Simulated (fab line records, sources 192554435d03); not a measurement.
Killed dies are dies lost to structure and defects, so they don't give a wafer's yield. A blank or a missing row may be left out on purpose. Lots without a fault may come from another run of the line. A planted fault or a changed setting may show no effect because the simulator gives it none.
Which tool did it? | flow n5_finfet | 24 lots, 72 wafers sampled, at 6 steps of a route of 1938

WHAT THE GAUGES READ, wafer by wafer
N5_BEOL_M5_CD_MEAS_18: pitch 56 nm, target cd 28 nm. Usual: cd_nm 28.1 nm, standard deviation 0.37.
lot  | measured     | on        | cd_nm (nm)     | flag
L074 | day 7 23:43  | cd_sem-02 | 27.5 27.5 28.0 |
L075 | day 8 09:10  | cd_sem-02 | 28.2 28.8 28.1 |
L076 | day 8 09:13  | cd_sem-03 | 28.4 28.4 27.9 |
L077 | day 8 18:13  | cd_sem-03 | 28.4 28.3 28.0 |
L078 | day 8 21:26  | cd_sem-02 | 28.4 28.6 28.4 |
L079 | day 9 04:29  | cd_sem-02 | 27.6 28.2 27.8 |
L080 | day 9 10:30  | cd_sem-03 | 28.4 28.7 28.2 |
L082 | day 9 12:40  | cd_sem-03 | 28.2 27.9 28.6 |
L081 | day 9 18:16  | cd_sem-02 | 28.3 27.8 27.8 |
L083 | day 9 19:40  | cd_sem-01 | 27.7 28.7 28.2 |
L084 | day 10 01:37 | cd_sem-03 | 28.1 28.6 28.6 |
L088 | day 12 23:56 | cd_sem-01 | 28.1 27.6 28.0 |
L095 | day 13 03:01 | cd_sem-03 | 27.8 28.1 29.0 |
L094 | day 13 07:22 | cd_sem-03 | 28.7 28.7 28.3 |
L090 | day 13 11:26 | cd_sem-03 | 28.6 27.6 28.5 |
L085 | day 13 11:34 | cd_sem-01 | 27.7 27.8 27.7 |
L089 | day 13 20:04 | cd_sem-02 | 27.3 27.8 27.9 |
L092 | day 13 22:48 | cd_sem-01 | 27.8 28.5 27.9 |
L091 | day 14 04:50 | cd_sem-03 | 27.7 27.8 28.5 |
L087 | day 14 10:39 | cd_sem-02 | 27.4 27.9 28.0 |
L093 | day 14 13:36 | cd_sem-02 | 28.5 27.9 27.8 |
L096 | day 14 15:11 | cd_sem-01 | 27.6 28.4 28.4 |
L086 | day 14 18:40 | cd_sem-02 | 28.3 28.1 27.7 |
L097 | day 15 08:08 | cd_sem-03 | 27.7 28.1 28.0 |

WHICH TOOL RAN EACH LOT (tool, then ch and the chambers of the sampled wafers, then the start)
lot  | N5_BEOL_M4_STRIP_36                | N5_BEOL_M4_ANNEAL_89         | N5_BEOL_M4_CO_CAP_55             | N5_BEOL_M5_DESCUM_16               | N5_BEOL_M5_ETCH_61
L074 | rie_diel-02 ch 2,3, day 7 12:32    | pvd_sputter-03, day 7 16:32  | cvd_co-02 ch 0,1,2, day 7 18:12  | rie_diel-06 ch 0,1, day 7 23:13    | rie_diel-06 ch 0,1, day 7 23:16
L075 | rie_diel-03 ch 1,2,3, day 8 01:16  | pvd_sputter-02, day 8 03:23  | cvd_co-01 ch 0,1,2, day 8 05:08  | rie_diel-05 ch 0,1, day 8 08:37    | rie_diel-05 ch 0,1, day 8 08:40
L076 | rie_diel-03 ch 1,2,3, day 8 01:57  | pvd_sputter-03, day 8 03:59  | cvd_co-01 ch 0,2, day 8 05:38    | rie_diel-01 ch 0,2,3, day 8 08:42  | rie_diel-01 ch 0,2,3, day 8 08:45
L077 | rie_diel-03 ch 0,1,2, day 8 10:44  | pvd_sputter-01, day 8 12:53  | cvd_co-01 ch 0,1,2, day 8 14:37  | rie_diel-01 ch 0,1,3, day 8 17:47  | rie_diel-01 ch 0,1,3, day 8 17:50
L078 | rie_diel-02 ch 0,2, day 8 13:04    | pvd_sputter-03, day 8 16:03  | cvd_co-01 ch 0,2, day 8 17:49    | rie_diel-05 ch 1,2,3, day 8 21:01  | rie_diel-05 ch 1,2,3, day 8 21:04
L079 | rie_diel-02 ch 1,2, day 8 20:08    | pvd_sputter-02, day 8 22:44  | cvd_co-01 ch 0,2, day 9 00:25    | rie_diel-05 ch 0,2,3, day 9 03:43  | rie_diel-05 ch 0,2,3, day 9 03:46
L080 | rie_diel-02 ch 1,2, day 9 02:28    | pvd_sputter-03, day 9 04:22  | cvd_co-02 ch 0,2, day 9 06:02    | rie_diel-01 ch 0,2,3, day 9 10:04  | rie_diel-01 ch 0,2,3, day 9 10:07
L082 | rie_diel-02 ch 0,2, day 9 05:14    | pvd_sputter-02, day 9 07:53  | cvd_co-02 ch 1,2, day 9 09:50    | rie_diel-05 ch 0,1,3, day 9 12:14  | rie_diel-05 ch 0,1,3, day 9 12:17
L081 | rie_diel-02 ch 0,1, day 9 11:03    | pvd_sputter-02, day 9 12:56  | cvd_co-01 ch 0,1, day 9 14:53    | rie_diel-06 ch 0,2, day 9 17:50    | rie_diel-06 ch 0,2, day 9 17:53
L083 | rie_diel-03 ch 0,2,3, day 9 12:02  | pvd_sputter-02, day 9 14:59  | cvd_co-01 ch 1,2, day 9 16:39    | rie_diel-01 ch 0,2,3, day 9 19:14  | rie_diel-01 ch 0,2,3, day 9 19:17
L084 | rie_diel-03 ch 0,1,2, day 9 18:16  | pvd_sputter-02, day 9 20:20  | cvd_co-01 ch 0,2, day 9 22:01    | rie_diel-01 ch 1,2,3, day 10 01:11 | rie_diel-01 ch 1,2,3, day 10 01:14
L088 | rie_diel-02 ch 0,3, day 12 16:10   | pvd_sputter-03, day 12 19:08 | cvd_co-02 ch 0,2, day 12 20:52   | rie_diel-01 ch 0,1,3, day 12 23:31 | rie_diel-01 ch 0,1,3, day 12 23:34
L095 | rie_diel-02 ch 0,2,3, day 12 19:20 | pvd_sputter-02, day 12 21:45 | cvd_co-01 ch 0,2, day 12 23:44   | rie_diel-01 ch 0,2,3, day 13 02:35 | rie_diel-01 ch 0,2,3, day 13 02:38
L094 | rie_diel-03 ch 0,2, day 12 19:27   | pvd_sputter-01, day 12 23:27 | cvd_co-02 ch 1,2, day 13 01:08   | rie_diel-01 ch 0,2,3, day 13 06:56 | rie_diel-01 ch 0,2,3, day 13 06:59
L090 | rie_diel-02 ch 1,2,3, day 13 01:17 | pvd_sputter-03, day 13 05:24 | cvd_co-02 ch 0,2, day 13 07:04   | rie_diel-06 ch 0,1,3, day 13 10:58 | rie_diel-06 ch 0,1,3, day 13 11:01
L085 | rie_diel-02 ch 2,3, day 13 01:39   | pvd_sputter-01, day 13 05:32 | cvd_co-01 ch 1,2, day 13 07:13   | rie_diel-05 ch 0,1,3, day 13 11:08 | rie_diel-05 ch 0,1,3, day 13 11:11
L089 | rie_diel-03 ch 0,3, day 13 09:58   | pvd_sputter-03, day 13 12:27 | cvd_co-02 ch 0,1,2, day 13 14:08 | rie_diel-06 ch 0,1, day 13 19:38   | rie_diel-06 ch 0,1, day 13 19:41
L092 | rie_diel-03 ch 0,1,2, day 13 10:26 | pvd_sputter-03, day 13 14:17 | cvd_co-02 ch 0,1, day 13 19:19   | rie_diel-05 ch 0,3, day 13 22:22   | rie_diel-05 ch 0,3, day 13 22:25
L091 | rie_diel-02 ch 0,2,3, day 13 21:02 | pvd_sputter-01, day 13 23:31 | cvd_co-01 ch 0,1,2, day 14 01:10 | rie_diel-06 ch 0,1,2, day 14 04:25 | rie_diel-06 ch 0,1,2, day 14 04:28
L087 | rie_diel-03 ch 0,1,3, day 14 03:25 | pvd_sputter-02, day 14 06:10 | cvd_co-02 ch 0,1,2, day 14 07:50 | rie_diel-06 ch 1,2,3, day 14 10:12 | rie_diel-06 ch 1,2,3, day 14 10:15
L093 | rie_diel-04 ch 0,1,3, day 14 03:25 | pvd_sputter-03, day 14 06:58 | cvd_co-01 ch 1,2, day 14 08:38   | rie_diel-06 ch 0,1,3, day 14 13:10 | rie_diel-06 ch 0,1,3, day 14 13:13
L096 | rie_diel-02 ch 0,1, day 14 07:49   | pvd_sputter-03, day 14 10:41 | cvd_co-02 ch 1,2, day 14 12:21   | rie_diel-01 ch 0,3, day 14 14:45   | rie_diel-01 ch 0,3, day 14 14:48
L086 | rie_diel-03 ch 0,1,3, day 14 09:07 | pvd_sputter-03, day 14 12:31 | cvd_co-02 ch 0,1,2, day 14 14:25 | rie_diel-06 ch 0,1,2, day 14 18:04 | rie_diel-06 ch 0,1,2, day 14 18:07
L097 | rie_diel-02 ch 0,3, day 14 22:44   | pvd_sputter-01, day 15 01:33 | cvd_co-01 ch 0,2, day 15 04:25   | rie_diel-05 ch 0,1,3, day 15 07:42 | rie_diel-05 ch 0,1,3, day 15 07:45
- N5_BEOL_M4_STRIP_36: strips in N2/H2.
- N5_BEOL_M4_ANNEAL_89: time 240 s.
- N5_BEOL_M4_CO_CAP_55: material Co, precursor CCTBA/H2, target thk 2 nm, time 102.1 s.
- N5_BEOL_M5_DESCUM_16: chemistry O2, time 7 s.
- N5_BEOL_M5_ETCH_61: etches SiARC in CF4, target depth 15.6 nm, time 26 s.

WHAT THE TOOLS THEMSELVES READ (means of the sampled wafers that have a number; where no wafer has one, the mark that the record gives instead)
N5_BEOL_M4_STRIP_36. Usual: drypump_motor_current_A 5.9 A, standard deviation 0.41; oes_product_au 0.79 a.u., standard deviation 0.076; rf_vpp_V 59.4 V, standard deviation 1.5; showerhead_plenum_p_Torr 2.57 Torr, standard deviation 0.11; throttle_valve_pct 23.68 %, standard deviation 0.25.
lot  | tool        | drypump_motor_current_A (A) | oes_product_au (a.u.) | rf_vpp_V (V) | showerhead_plenum_p_Torr (Torr) | throttle_valve_pct (%) | flag
L074 | rie_diel-02 | 6.2                         | 0.87                  | 60.0         | 2.62                            | 23.77                  |
L075 | rie_diel-03 | 5.5                         | 0.81                  | 59.9         | 2.60                            | 23.62                  |
L076 | rie_diel-03 | 5.5                         | 0.81                  | 58.8         | 2.60                            | 23.64                  |
L077 | rie_diel-03 | 5.6                         | 0.76                  | 60.1         | 2.49                            | 23.73                  |
L078 | rie_diel-02 | 6.3                         | 0.75                  | 59.3         | 2.50                            | 23.78                  |
L079 | rie_diel-02 | 6.1                         | 0.83                  | 58.5         | 2.67                            | 23.44                  |
L080 | rie_diel-02 | 6.1                         | 0.81                  | 60.5         | 2.67                            | 23.46                  |
L082 | rie_diel-02 | 6.1                         | 0.76                  | 60.7         | 2.57                            | 23.62                  |
L081 | rie_diel-02 | 6.3                         | 0.78                  | 59.5         | 2.52                            | 23.82                  |
L083 | rie_diel-03 | 5.4                         | 0.74                  | 60.0         | 2.53                            | 23.71                  |
L084 | rie_diel-03 | 5.6                         | 0.74                  | 58.6         | 2.49                            | 23.76                  |
L088 | rie_diel-02 | 6.4                         | 0.74                  | 58.7         | 2.47                            | 24.02                  |
L095 | rie_diel-02 | 6.3                         | 0.76                  | 60.0         | 2.54                            | 23.80                  |
L094 | rie_diel-03 | 5.3                         | 0.78                  | 58.9         | 2.58                            | 23.87                  |
L090 | rie_diel-02 | 6.2                         | 0.82                  | 58.9         | 2.64                            | 23.68                  |
L085 | rie_diel-02 | 6.1                         | 0.78                  | 59.6         | 2.61                            | 23.64                  |
L089 | rie_diel-03 | 5.5                         | 0.85                  | 59.7         | 2.68                            | 23.47                  |
L092 | rie_diel-03 | 5.6                         | 0.81                  | 57.6         | 2.58                            | 23.70                  |
L091 | rie_diel-02 | 6.2                         | 0.75                  | 58.6         | 2.54                            | 23.83                  |
L087 | rie_diel-03 | 5.7                         | 0.83                  | 59.1         | 2.64                            | 23.52                  |
L093 | rie_diel-04 | 6.0                         | 0.84                  | 59.2         | 2.50                            | 23.28                  |
L096 | rie_diel-02 | 6.3                         | 0.73                  | 60.3         | 2.50                            | 23.87                  |
L086 | rie_diel-03 | 5.7                         | 0.84                  | 59.4         | 2.63                            | 23.53                  |
L097 | rie_diel-02 | 6.3                         | 0.78                  | 58.6         | 2.52                            | 24.01                  |

N5_BEOL_M4_ANNEAL_89. Usual: heater_power_w 839 W, standard deviation 48; susceptor_temp_C 400.03 C, standard deviation 0.22.
lot  | tool           | heater_power_w (W) | susceptor_temp_C (C) | flag
L074 | pvd_sputter-03 | 900                | 399.95               |
L075 | pvd_sputter-02 | 832                | 400.19               |
L076 | pvd_sputter-03 | 870                | 399.92               |
L077 | pvd_sputter-01 | 781                | 400.28               |
L078 | pvd_sputter-03 | 895                | 400.05               |
L079 | pvd_sputter-02 | 788                | 400.03               |
L080 | pvd_sputter-03 | 858                | 399.96               |
L082 | pvd_sputter-02 | 814                | 400.12               |
L081 | pvd_sputter-02 | 786                | 400.27               |
L083 | pvd_sputter-02 | 825                | 400.23               |
L084 | pvd_sputter-02 | 826                | 399.98               |
L088 | pvd_sputter-03 | 880                | 399.96               |
L095 | pvd_sputter-02 | 831                | 400.01               |
L094 | pvd_sputter-01 | 819                | 399.85               |
L090 | pvd_sputter-03 | 884                | 399.94               |
L085 | pvd_sputter-01 | 815                | 400.25               |
L089 | pvd_sputter-03 | 888                | 400.07               |
L092 | pvd_sputter-03 | 884                | 400.04               |
L091 | pvd_sputter-01 | 801                | 400.01               |
L087 | pvd_sputter-02 | 833                | 399.92               |
L093 | pvd_sputter-03 | 862                | 399.95               |
L096 | pvd_sputter-03 | 892                | 400.13               |
L086 | pvd_sputter-03 | 887                | 399.84               |
L097 | pvd_sputter-01 | 827                | 399.84               |

N5_BEOL_M4_CO_CAP_55. Usual: heater_power_w 223 W, standard deviation 19; susceptor_temp_C 200.01 C, standard deviation 0.17.
lot  | tool      | heater_power_w (W) | susceptor_temp_C (C) | flag
L074 | cvd_co-02 | 233                | 200.10               |
L075 | cvd_co-01 | 219                | 199.87               |
L076 | cvd_co-01 | 208                | 200.08               |
L077 | cvd_co-01 | 213                | 200.08               |
L078 | cvd_co-01 | 209                | 199.74               |
L079 | cvd_co-01 | 207                | 199.95               |
L080 | cvd_co-02 | 239                | 199.91               |
L082 | cvd_co-02 | 217                | 199.96               |
L081 | cvd_co-01 | 209                | 199.78               |
L083 | cvd_co-01 | 217                | 200.05               |
L084 | cvd_co-01 | 206                | 199.90               |
L088 | cvd_co-02 | 220                | 200.06               |
L095 | cvd_co-01 | 210                | 200.06               |
L094 | cvd_co-02 | 218                | 199.97               |
L090 | cvd_co-02 | 220                | 199.94               |
L085 | cvd_co-01 | 217                | 199.97               |
L089 | cvd_co-02 | 236                | 200.05               |
L092 | cvd_co-02 | 250                | 200.00               |
L091 | cvd_co-01 | 218                | 200.00               |
L087 | cvd_co-02 | 236                | 199.89               |
L093 | cvd_co-01 | 222                | 200.13               |
L096 | cvd_co-02 | 220                | 199.92               |
L086 | cvd_co-02 | 234                | 199.94               |
L097 | cvd_co-01 | 206                | 199.90               |

N5_BEOL_M5_DESCUM_16. Usual: drypump_motor_current_A 5.7 A, standard deviation 0.7; oes_product_au 0.76 a.u., standard deviation 0.091; rf_vpp_V 243.1 V, standard deviation 1.4; showerhead_plenum_p_Torr 2.09 Torr, standard deviation 0.076; throttle_valve_pct 20.50 %, standard deviation 0.25.
lot  | tool        | drypump_motor_current_A (A) | oes_product_au (a.u.) | rf_vpp_V (V) | showerhead_plenum_p_Torr (Torr) | throttle_valve_pct (%) | flag
L074 | rie_diel-06 | 5.7                         | 0.76                  | 243.6        | 2.12                            | 20.36                  |
L075 | rie_diel-05 | 6.7                         | 0.72                  | 240.7        | 1.99                            | 20.55                  |
L076 | rie_diel-01 | 5.1                         | 0.75                  | 243.4        | 2.12                            | 20.77                  |
L077 | rie_diel-01 | 5.0                         | 0.72                  | 242.8        | 2.13                            | 20.63                  |
L078 | rie_diel-05 | 5.7                         | 0.78                  | 244.2        | 2.12                            | 20.44                  |
L079 | rie_diel-05 | 5.6                         | 0.76                  | 244.6        | 2.12                            | 20.54                  |
L080 | rie_diel-01 | 5.1                         | 0.74                  | 243.7        | 2.12                            | 20.79                  |
L082 | rie_diel-05 | 6.1                         | 0.77                  | 243.5        | 2.06                            | 20.56                  |
L081 | rie_diel-06 | 6.5                         | 0.87                  | 243.5        | 2.10                            | 20.05                  |
L083 | rie_diel-01 | 5.1                         | 0.73                  | 243.8        | 2.12                            | 20.79                  |
L084 | rie_diel-01 | 5.2                         | 0.71                  | 243.6        | 2.10                            | 20.65                  |
L088 | rie_diel-01 | 5.0                         | 0.91                  | 243.1        | 2.12                            | 20.46                  |
L095 | rie_diel-01 | 5.1                         | 0.83                  | 243.4        | 2.11                            | 20.69                  |
L094 | rie_diel-01 | 5.1                         | 0.81                  | 243.3        | 2.11                            | 20.69                  |
L090 | rie_diel-06 | 5.7                         | 0.74                  | 243.1        | 2.11                            | 20.37                  |
L085 | rie_diel-05 | 6.1                         | 0.74                  | 242.3        | 2.05                            | 20.60                  |
L089 | rie_diel-06 | 5.7                         | 0.73                  | 243.5        | 2.11                            | 20.43                  |
L092 | rie_diel-05 | 6.1                         | 0.73                  | 242.4        | 2.05                            | 20.69                  |
L091 | rie_diel-06 | 6.1                         | 0.77                  | 243.1        | 2.10                            | 20.26                  |
L087 | rie_diel-06 | 5.8                         | 0.75                  | 242.5        | 2.05                            | 20.35                  |
L093 | rie_diel-06 | 5.7                         | 0.72                  | 243.7        | 2.10                            | 20.38                  |
L096 | rie_diel-01 | 4.8                         | 0.89                  | 243.3        | 2.10                            | 20.62                  |
L086 | rie_diel-06 | 6.1                         | 0.78                  | 243.4        | 2.10                            | 20.28                  |
L097 | rie_diel-05 | 6.1                         | 0.74                  | 242.6        | 2.05                            | 20.61                  |

N5_BEOL_M5_ETCH_61. Usual: drypump_motor_current_A 5.7 A, standard deviation 0.7; etch_rf_on_time_s 26.1 s, standard deviation 0.56; oes_product_au 0.65 a.u., standard deviation 0.078; rf_vpp_V 184.1 V, standard deviation 1.1; showerhead_plenum_p_Torr 2.14 Torr, standard deviation 0.069; throttle_valve_pct 15.72 %, standard deviation 0.24.
lot  | tool        | drypump_motor_current_A (A) | etch_rf_on_time_s (s) | oes_product_au (a.u.) | rf_vpp_V (V) | showerhead_plenum_p_Torr (Torr) | throttle_valve_pct (%) | flag
L074 | rie_diel-06 | 5.7                         | 26.3                  | 0.65                  | 183.9        | 2.17                            | 15.59                  |
L075 | rie_diel-05 | 6.7                         | 26.2                  | 0.61                  | 183.0        | 2.05                            | 15.85                  |
L076 | rie_diel-01 | 5.1                         | 26.4                  | 0.63                  | 184.1        | 2.16                            | 15.90                  |
L077 | rie_diel-01 | 5.0                         | 26.3                  | 0.61                  | 185.0        | 2.18                            | 15.84                  |
L078 | rie_diel-05 | 5.6                         | 26.1                  | 0.67                  | 184.0        | 2.18                            | 15.67                  |
L079 | rie_diel-05 | 5.6                         | 26.2                  | 0.65                  | 184.8        | 2.17                            | 15.77                  |
L080 | rie_diel-01 | 5.1                         | 26.5                  | 0.62                  | 184.9        | 2.16                            | 15.92                  |
L082 | rie_diel-05 | 6.1                         | 26.2                  | 0.66                  | 184.2        | 2.12                            | 15.80                  |
L081 | rie_diel-06 | 6.5                         | 25.7                  | 0.75                  | 184.0        | 2.15                            | 15.26                  |
L083 | rie_diel-01 | 5.1                         | 26.3                  | 0.63                  | 184.6        | 2.16                            | 15.90                  |
L084 | rie_diel-01 | 5.2                         | 26.1                  | 0.61                  | 183.8        | 2.15                            | 15.84                  |
L088 | rie_diel-01 | 5.0                         | 25.5                  | 0.77                  | 184.3        | 2.17                            | 15.57                  |
L095 | rie_diel-01 | 5.1                         | 26.0                  | 0.70                  | 183.9        | 2.15                            | 15.78                  |
L094 | rie_diel-01 | 5.1                         | 26.2                  | 0.69                  | 184.1        | 2.15                            | 15.79                  |
L090 | rie_diel-06 | 5.8                         | 26.3                  | 0.62                  | 184.6        | 2.16                            | 15.65                  |
L085 | rie_diel-05 | 6.1                         | 25.9                  | 0.64                  | 184.3        | 2.11                            | 15.85                  |
L089 | rie_diel-06 | 5.7                         | 26.8                  | 0.62                  | 184.2        | 2.15                            | 15.66                  |
L092 | rie_diel-05 | 6.1                         | 25.7                  | 0.63                  | 183.8        | 2.10                            | 15.94                  |
L091 | rie_diel-06 | 6.1                         | 26.3                  | 0.66                  | 184.6        | 2.15                            | 15.50                  |
L087 | rie_diel-06 | 5.8                         | 26.5                  | 0.64                  | 184.2        | 2.11                            | 15.63                  |
L093 | rie_diel-06 | 5.7                         | 26.4                  | 0.62                  | 184.9        | 2.15                            | 15.67                  |
L096 | rie_diel-01 | 4.8                         | 25.9                  | 0.75                  | 184.0        | 2.14                            | 15.65                  |
L086 | rie_diel-06 | 6.1                         | 26.3                  | 0.65                  | 183.5        | 2.15                            | 15.51                  |
L097 | rie_diel-05 | 6.1                         | 25.9                  | 0.64                  | 183.9        | 2.11                            | 15.85                  |

THE ANSWER, worked out from the rows above alone
Rule: a lot is off if the mean of its wafers that have a number lies more than 3 standard deviations from the usual mean. A lot without any number at a reading at which 4 lots or more have one is off too. The other lots that the step has rows for count as sound. The gauges are gone through in route order, then the tools' own readings, and for those a lot's mean is taken as printed above. The first step at which some lot is off is used, and at that step the reading that is off furthest; a lot without a number counts as furthest.
No lot is off at any reading shown: from this, nothing can be told.

WHAT THE SIMULATOR HAD PUT IN
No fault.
